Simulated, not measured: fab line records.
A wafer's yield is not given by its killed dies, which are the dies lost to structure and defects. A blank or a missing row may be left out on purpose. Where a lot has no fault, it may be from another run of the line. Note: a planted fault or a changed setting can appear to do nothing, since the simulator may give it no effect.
fab line records ; flow nand-harc
[record] lots = 14; wafers = 42; last-day = 33
route steps=1302 shown P_M1@316 P_M2@331
lots with no fault: from the same line, run without faults
start-h: hours from the record's opening day to when the first of the lot's shown wafers began ; wait-h: how many hours have passed since the lot's step before this one ; " same as the row above ; L1.1+2: one row covering several wafers at once ; - either no value or no given start ; * or withheld: withheld ; < > ~ a bound
route shown NAME@n: names a module that has steps shown in the file, with the first one's number in the route ; usual: mean/standard deviation of fault-free wafers ; same: alike in all rows ; chamber/n: place in a boat ; sites: each site's reading ; _std_site: the values' standard deviation ; _edge_site: the outer-site mean with the inner-site mean subtracted ; radius-mm: for every site, how far away it sits from the centre of the wafer ; mask NAME#n: copy n ; behind: the most recent tool/chamber to have shaped the wafer ; hold: what put the lot on hold/how long, in hours/how the hold closed ; device: transistor that didn't switch, given as n, p or np ; end of line: tests of these same wafers at the route's end ; a step given without rows: its recipe and nothing more ; killed: not the wafer's yield, but the dies lost to structure and defects at the first sort ; map: a wafer's dies, marking killed ones x, the rest . and places with no die _
set.NAME: the setting that was run; set.NAME@STEP: the one run at that earlier step ; model.NAME: the simulator's own value behind a step, which no gauge read
a sample of lots followed through the steps of the route, with each step as a table and each wafer as a row
services: a tool's chamber out of use, with start hour (start-h, from the record's first day; less than 0 if before it), hours out, and reason
[[steps]]
[step NHARC_P_M1_PRE_CLEAN_32]
[recipe] time-s = 12; temp-c = 370; rf-power-w = 300; gas = NH3
[usual] heater-power-w = 636/100
lot.wafer;tool;chamber;start-h;wait-h;heater-power-w
L310.1;pecvd-04;0;135.99;0.1;646
L310.6;pecvd-04;1;135.99;0.1;779
L310.5;pecvd-04;2;135.99;0.1;654
L311.3;pecvd-04;0;148.60;0.1;648
L311.2;pecvd-04;1;148.60;0.1;768
L311.4;pecvd-04;1;148.60;0.1;790
L312.2;pecvd-04;0;153.97;0.1;703
L312.6;pecvd-04;1;153.97;0.1;711
L312.5;pecvd-04;0;153.97;0.1;694
L314.3;pecvd-04;2;175.28;0.1;676
L314.6;pecvd-04;1;175.28;0.1;756
L314.5;pecvd-04;2;175.28;0.1;709
L320.2;pecvd-04;2;239.55;0.1;681
L320.3;pecvd-04;0;239.55;0.1;741
L320.4;pecvd-04;1;239.55;0.1;785
L321.1;pecvd-03;1;242.89;0.1;647
L321.4;pecvd-03;1;242.89;0.1;637
L321.6;pecvd-03;0;242.89;0.1;431
L324.3;pecvd-01;2;282.19;0.1;441
L324.4;pecvd-01;0;282.19;0.1;791
L324.5;pecvd-01;1;282.19;0.1;607
L326.1;pecvd-03;2;294.08;0.1;624
L326.3;pecvd-03;0;294.08;0.1;512
L326.4;pecvd-03;0;294.08;0.1;509
L327.2;pecvd-04;2;308.95;0.2;653
L327.1;pecvd-04;0;308.95;0.2;671
L327.5;pecvd-04;1;308.95;0.2;732
L328.3;pecvd-01;0;324.61;0.1;769
L328.5;pecvd-01;2;324.61;0.1;452
L328.6;pecvd-01;0;324.61;0.1;780
L329.1;pecvd-01;2;325.49;0.1;472
L329.5;pecvd-01;2;325.49;0.1;465
L329.4;pecvd-01;0;325.49;0.1;832
L330.2;pecvd-03;1;342.04;0.1;559
L330.5;pecvd-03;0;342.04;0.1;508
L330.6;pecvd-03;1;342.04;0.1;567
L331.1;pecvd-01;2;345.84;0.1;471
L331.5;pecvd-01;1;345.84;0.1;588
L331.6;pecvd-01;0;345.84;0.1;819
L332.1;pecvd-03;0;353.51;0.1;543
L332.4;pecvd-03;0;353.51;0.1;517
L332.5;pecvd-03;1;353.51;0.1;591
[step NHARC_P_M2_DESCUM_14]
[recipe] time-s = 3; o2-flow-sccm = 200; ar-flow-sccm = 0; bias-power-w = 0; chemistry = O2
[usual] drypump-motor-current-A = 5.7/0.48; oes-product-au = 0.995/0.011; rf-vpp-V = 57.7/0.94; showerhead-plenum-p-Torr = 1.93/0.083; throttle-valve-pct = 11.311/0.0079
lot.wafer;tool;chamber;start-h;wait-h;drypump-motor-current-A;oes-product-au;rf-hours-counter-h;rf-vpp-V;showerhead-plenum-p-Torr;throttle-valve-pct
L310.1;rie-diel-02;3;137.37;0.1;5.5;0.982;7.8;56.5;1.82;11.305
L310.5;rie-diel-02;1;137.37;0.1;5.0;0.998;-;57.2;1.86;11.320
L310.6;rie-diel-02;2;137.37;0.1;6.2;0.989;-;58.5;2.05;11.302
L311.4;rie-diel-10;0;150.12;0.1;5.4;1.026;4.0;59.1;2.03;11.310
L311.2;rie-diel-10;1;150.12;0.1;6.2;1.014;4.4;57.6;1.96;11.305
L311.3;rie-diel-10;2;150.12;0.1;5.9;0.991;4.1;57.2;1.80;11.303
L312.2;rie-diel-02;0;155.48;0.1;6.6;0.975;9.2;56.9;1.84;11.314
L312.5;rie-diel-02;2;155.48;0.1;6.2;0.998;-;57.7;2.05;11.318
L312.6;rie-diel-02;3;155.48;0.1;5.5;0.989;-;56.7;1.82;11.302
L314.3;rie-diel-13;3;176.79;0.1;5.1;0.988;0.1;58.8;1.98;11.311
L314.6;rie-diel-13;1;176.79;0.1;5.5;1.010;-;58.0;1.99;11.307
L314.5;rie-diel-13;2;176.79;0.1;5.5;0.999;-;56.8;2.00;11.311
L320.2;rie-diel-13;1;240.94;0.1;5.5;1.005;3.7;57.6;1.99;11.308
L320.3;rie-diel-13;2;240.94;0.1;5.5;0.998;3.7;58.8;2.00;11.310
L320.4;rie-diel-13;3;240.94;0.1;5.1;0.992;3.8;57.7;1.97;11.313
L321.4;rie-diel-13;1;244.41;0.1;5.5;1.008;3.7;56.5;1.99;11.329
L321.1;rie-diel-13;2;244.41;0.1;5.5;0.999;3.7;56.5;2.00;11.310
L321.6;rie-diel-13;1;244.41;0.1;5.4;1.012;-;58.6;1.99;11.305
L324.4;rie-diel-10;2;283.70;0.1;6.0;0.979;-;56.8;1.80;11.309
L324.3;rie-diel-10;3;283.70;0.1;5.9;1.004;-;57.5;1.96;11.317
L324.5;rie-diel-10;2;283.70;0.1;6.0;0.983;-;59.4;1.80;11.327
L326.4;rie-diel-10;1;295.59;0.1;6.2;0.998;1.9;58.2;1.95;11.317
L326.1;rie-diel-10;2;295.59;0.1;5.9;0.991;2.3;57.1;1.80;11.310
L326.3;rie-diel-10;3;295.59;0.1;5.9;0.999;2.3;57.3;1.96;11.332
L327.2;rie-diel-13;0;310.43;0.1;6.2;0.993;7.2;57.9;1.86;11.303
L327.1;rie-diel-13;2;310.43;0.1;5.5;0.991;6.3;58.7;2.00;11.300
L327.5;rie-diel-13;0;310.43;0.1;6.1;0.999;-;56.8;1.86;11.303
L328.3;rie-diel-02;0;326.04;0.1;6.6;0.975;5.5;56.3;1.83;11.308
L328.5;rie-diel-02;2;326.04;0.1;6.2;1.004;-;56.5;2.04;11.314
L328.6;rie-diel-02;3;326.04;0.1;5.4;0.972;-;58.0;1.82;11.311
L329.1;rie-diel-13;1;327.00;0.1;5.5;1.003;7.3;58.1;1.99;11.303
L329.4;rie-diel-13;0;327.00;0.1;6.2;1.011;7.4;57.9;1.86;11.306
L329.5;rie-diel-13;2;327.00;0.1;5.5;0.997;-;59.8;2.00;11.316
L330.2;rie-diel-02;3;343.57;0.1;5.5;0.982;6.3;58.6;1.82;11.315
L330.6;rie-diel-02;0;343.57;0.1;6.6;0.988;-;57.8;1.83;11.297
L330.5;rie-diel-02;1;343.57;0.1;4.9;0.993;-;57.6;1.86;11.306
L331.1;rie-diel-02;2;347.34;0.1;6.2;0.989;7.0;58.1;2.04;11.311
L331.6;rie-diel-02;2;347.34;0.1;6.2;0.989;-;57.7;2.04;11.300
L331.5;rie-diel-02;3;347.34;0.1;5.5;0.973;-;57.2;1.82;11.327
L332.1;rie-diel-10;3;355.03;0.1;5.9;0.999;6.3;55.6;1.96;11.311
L332.4;rie-diel-10;0;355.03;0.1;5.3;1.013;5.6;58.0;2.03;11.311
L332.5;rie-diel-10;1;355.03;0.1;6.2;0.993;-;58.4;1.95;11.296
[step NHARC_P_M2_ETCH_15]
[recipe] target-depth-a = 1825; time-s = 91.2; c4f8-flow-sccm = withheld; ar-flow-sccm = 400; rf-w = 600; bias-w = 300; chemistry = C4F8/Ar
[usual] oes-product-au = 0.934/0.025; rf-vpp-V = 441.1/2.7; run-length-s = 112.6/0.39
lot.wafer;tool;chamber;start-h;wait-h;oes-product-au;rf-hours-counter-h;rf-vpp-V;run-length-s
L310.1;rie-diel-02;0;137.55;-;0.910;7.4;436.9;113.1
L310.6;rie-diel-02;1;137.55;-;0.920;-;438.8;113.1
L310.5;rie-diel-02;2;137.55;-;0.919;-;445.2;112.1
L311.2;rie-diel-10;0;150.29;-;0.936;4.0;443.2;112.2
L311.3;rie-diel-10;1;150.29;-;0.929;4.4;443.8;113.0
L311.4;rie-diel-10;3;150.29;-;0.926;3.7;442.7;111.9
L312.2;rie-diel-02;3;155.63;-;0.911;9.6;437.3;113.4
L312.6;rie-diel-02;3;155.63;-;0.912;-;437.5;113.6
L312.5;rie-diel-02;0;155.63;-;0.903;-;440.3;112.3
L314.3;rie-diel-13;3;176.97;-;0.965;0.1;443.1;112.4
L314.6;rie-diel-13;0;176.97;-;0.990;-;440.6;112.5
L314.5;rie-diel-13;1;176.97;-;0.972;-;443.8;112.1
L320.4;rie-diel-13;3;241.11;-;0.917;3.8;443.9;99.7
L320.3;rie-diel-13;0;241.11;-;0.941;3.8;439.1;112.4
L320.2;rie-diel-13;1;241.11;-;0.927;3.7;443.4;112.4
L321.1;rie-diel-13;0;244.58;-;0.933;3.9;439.8;112.4
L321.4;rie-diel-13;1;244.58;-;0.922;3.8;442.6;99.2
L321.6;rie-diel-13;0;244.58;-;0.923;-;439.0;100.0
L324.3;rie-diel-10;3;283.96;0.1;0.944;-;439.7;112.2
L324.4;rie-diel-10;2;283.96;0.1;0.921;-;437.0;111.9
L324.5;rie-diel-10;3;283.96;0.1;0.949;-;442.9;112.3
L326.3;rie-diel-10;3;295.77;-;0.988;2.4;442.8;112.5
L326.1;rie-diel-10;0;295.77;-;1.001;1.5;444.3;112.5
L326.4;rie-diel-10;1;295.77;-;0.965;2.0;442.6;112.9
L327.2;rie-diel-13;1;310.60;-;0.987;6.1;443.0;112.3
L327.1;rie-diel-13;0;310.60;-;0.973;7.2;439.1;112.4
L327.5;rie-diel-13;2;310.60;-;0.973;-;442.7;112.7
L328.3;rie-diel-02;1;326.20;-;0.929;6.0;439.1;113.0
L328.5;rie-diel-02;0;326.20;-;0.920;-;438.3;112.4
L328.6;rie-diel-02;1;326.20;-;0.931;-;438.6;113.3
L329.1;rie-diel-13;1;327.17;-;0.917;7.3;442.9;112.7
L329.4;rie-diel-13;2;327.17;-;0.905;7.6;443.0;112.7
L329.5;rie-diel-13;2;327.17;-;0.915;-;443.1;112.6
L330.2;rie-diel-02;1;343.74;-;0.919;6.7;438.4;112.9
L330.6;rie-diel-02;3;343.74;-;0.912;-;437.2;113.4
L330.5;rie-diel-02;0;343.74;-;0.913;-;438.3;112.4
L331.1;rie-diel-02;0;347.54;-;0.905;6.3;438.3;112.4
L331.5;rie-diel-02;1;347.54;-;0.925;-;438.6;113.3
L331.6;rie-diel-02;2;347.54;-;0.932;-;443.6;112.1
L332.4;rie-diel-10;0;355.18;-;0.987;5.6;445.0;112.3
L332.1;rie-diel-10;1;355.18;-;0.964;6.3;441.2;113.1
L332.5;rie-diel-10;1;355.18;-;0.958;-;441.5;113.1
[step NHARC_P_M2_ANNEAL_31]
[recipe] temp-c = 225; time-s = 90
[usual] wafer_temp_C_max = 226.2/0.51
lot.wafer;tool;chamber;start-h;wait-h;wafer_temp_C_max
L310.1;rtp-anneal-02;0;139.11;0.3;227.0
L310.5;rtp-anneal-02;0;139.11;0.3;226.8
L310.6;rtp-anneal-02;0;139.11;0.3;226.9
L311.2;rtp-anneal-02;0;151.92;-;226.4
L311.3;rtp-anneal-02;0;151.92;-;226.5
L311.4;rtp-anneal-02;0;151.92;-;227.1
L312.2;rtp-anneal-02;0;157.27;0.3;227.0
L312.5;rtp-anneal-02;0;157.27;0.3;226.7
L312.6;rtp-anneal-02;0;157.27;0.3;226.1
L314.3;rtp-anneal-01;0;178.84;0.3;225.7
L314.5;rtp-anneal-01;0;178.84;0.3;226.1
L314.6;rtp-anneal-01;0;178.84;0.3;226.2
L320.2;rtp-anneal-02;0;242.82;-;226.6
L320.3;rtp-anneal-02;0;242.82;-;226.8
L320.4;rtp-anneal-02;0;242.82;-;227.0
L321.1;rtp-anneal-02;0;246.16;-;226.9
L321.4;rtp-anneal-02;0;246.16;-;226.8
L321.6;rtp-anneal-02;0;246.16;-;226.8
L324.3;rtp-anneal-01;0;285.73;0.3;225.7
L324.4;rtp-anneal-01;0;285.73;0.3;226.1
L324.5;rtp-anneal-01;0;285.73;0.3;226.1
L326.1;rtp-anneal-02;0;297.40;0.3;226.9
L326.3;rtp-anneal-02;0;297.40;0.3;226.5
L326.4;rtp-anneal-02;0;297.40;0.3;226.5
L327.1;rtp-anneal-02;0;312.19;-;226.6
L327.2;rtp-anneal-02;0;312.19;-;227.1
L327.5;rtp-anneal-02;0;312.19;-;226.3
L328.3;rtp-anneal-02;0;327.90;0.3;227.0
L328.5;rtp-anneal-02;0;327.90;0.3;226.7
L328.6;rtp-anneal-02;0;327.90;0.3;226.3
L329.1;rtp-anneal-01;0;329.00;-;225.7
L329.4;rtp-anneal-01;0;329.00;-;225.9
L329.5;rtp-anneal-01;0;329.00;-;226.0
L330.2;rtp-anneal-01;0;345.39;-;225.7
L330.5;rtp-anneal-01;0;345.39;-;225.4
L330.6;rtp-anneal-01;0;345.39;-;225.8
L331.1;rtp-anneal-01;0;349.56;-;225.7
L331.5;rtp-anneal-01;0;349.56;-;225.7
L331.6;rtp-anneal-01;0;349.56;-;225.6
L332.1;rtp-anneal-01;0;356.83;-;225.7
L332.4;rtp-anneal-01;0;356.83;-;226.1
L332.5;rtp-anneal-01;0;356.83;-;225.8
[[services]]
tool;chamber;start-h;hours;kind
rie-diel-13;3;121.84;8.2;repair
pecvd-01;-;130.00;13.0;pm
rie-diel-13;-;165.00;9.0;pm
rie-diel-02;2;176.32;5.1;repair
pecvd-03;-;185.56;13.0;pm
pecvd-04;-;201.76;0.9;repair
rie-diel-10;1;202.73;5.1;repair
pecvd-03;-;203.43;2.8;repair
rie-diel-02;-;216.79;9.0;pm
pecvd-03;1;230.96;7.7;repair
rie-diel-10;-;242.51;9.0;pm
rie-diel-02;-;245.40;0.6;repair
rie-diel-13;0;251.41;1.9;repair
rie-diel-10;-;267.09;0.6;repair
rie-diel-10;0;273.10;11.7;repair
pecvd-04;-;276.10;13.0;pm
rie-diel-13;3;279.35;7.7;repair
rie-diel-10;1;281.64;2.9;repair
pecvd-04;-;302.30;1.9;repair
rie-diel-10;0;304.03;10.2;repair
rie-diel-13;0;314.81;3.6;repair
pecvd-04;-;315.63;1.8;repair
pecvd-04;-;337.61;0.6;repair
rie-diel-13;-;342.00;9.0;pm
[[key]]
[first-sign] step = NHARC_P_M2_ETCH_15; reading = run-length-s; direction = down; sigmas = 33; usual = *; struck = *
effect none on later readings
met-at NHARC_P_M2_ETCH_15
struck-lots L320,L321
struck-wafers L320.4,L321.4,L321.6
sort-left-out L320.4,L321.4,L321.6
not-acting-at NHARC_P_M1_PRE_CLEAN_32,NHARC_P_M2_DESCUM_14,NHARC_P_M2_ANNEAL_31
onset-between 176.97 241.11
[fault] kind = process-parameter-drift; tool = rie-diel-13; chamber = -; onset-h = 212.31; steps = NHARC_P_M2_ETCH_15; channel = time-s; offset = *; shape = step; end-h = 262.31; scope = struck-wafers-only; acts-in = *; stated = *
// sort-left-out: the simulated sort isn't trusted on such a fault, so these wafers' sort isn't shown, and their yield isn't known
